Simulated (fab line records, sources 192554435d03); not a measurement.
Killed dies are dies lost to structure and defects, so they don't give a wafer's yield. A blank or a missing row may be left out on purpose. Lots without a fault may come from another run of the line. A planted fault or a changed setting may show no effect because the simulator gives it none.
Chamber matching | flow n5_finfet | N5_BEOL_M5_DEP_56 on pecvd-04: 3 sister chambers
The step deposits SiCN from 3MS/NH3, target thk 8 nm, time 14 s. 14 wafers are shown with their chamber, then 7 later ones without.

WAFERS WITH THEIR CHAMBER
wafer  | chamber | showerhead_plenum_p_Torr (Torr) | throttle_valve_pct (%)
L077.2 | 2       | 3.617                           | 8.7
L077.3 | 1       | 3.675                           | 8.7
L077.5 | 0       | 3.673                           | 8.9
L082.1 | 0       | 3.678                           | 8.6
L082.2 | 1       | 3.665                           | 8.9
L082.6 | 1       | 3.660                           | 8.9
L085.1 | 2       | 3.626                           | 8.9
L085.5 | 0       | 3.674                           | 8.7
L085.6 | 1       | 3.673                           | 8.9
L088.1 | 1       | 3.669                           | 9.0
L088.4 | 2       | 3.624                           | 8.9
L088.5 | 0       | 3.680                           | 8.6
L091.1 | 0       | 3.666                           | 8.6
L091.4 | 0       | 3.676                           | 8.8

SIGNATURES (means of the wafers above)
reading                  | chamber 0 | chamber 1 | chamber 2 | scatter within a chamber
showerhead_plenum_p_Torr | 3.67450   | 3.66840   | 3.62233   | 0.00532
throttle_valve_pct       | 8.700     | 8.880     | 8.833     | 0.119
Rule: a wafer's distance from a chamber is the root of the sum, over the readings, of the square of ((its reading less the chamber's mean) divided by the reading's scatter). The wafer belongs to the nearest chamber; if the next one is less than 2 further off, it can't be placed. The scatter: the root of (the sum of the squares of (reading less its chamber's mean) over the shown wafers, divided by (wafers less chambers)).

WAFERS WITHOUT THEIR CHAMBER
wafer  | showerhead_plenum_p_Torr (Torr) | throttle_valve_pct (%)
L091.5 | 3.622                           | 8.8
L093.1 | 3.674                           | 8.8
L093.4 | 3.629                           | 9.0
L093.6 | 3.678                           | 8.8
L097.1 | 3.629                           | 8.9
L097.2 | 3.664                           | 8.7
L097.3 | 3.671                           | 9.1

WHICH CHAMBER EACH WENT THROUGH
wafer  | from the rows above     | in truth
L091.5 | 2                       | 2
L093.1 | can't be placed: 0 or 1 | 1
L093.4 | 2                       | 2
L093.6 | can't be placed: 0 or 1 | 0
L097.1 | 2                       | 2
L097.2 | can't be placed: 1 or 0 | 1
L097.3 | can't be placed: 1 or 0 | 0
Placed correctly: 3 of 7. Can't be placed from these rows: 4 (the true chamber is among the candidates in 4). Placed wrongly: 0.
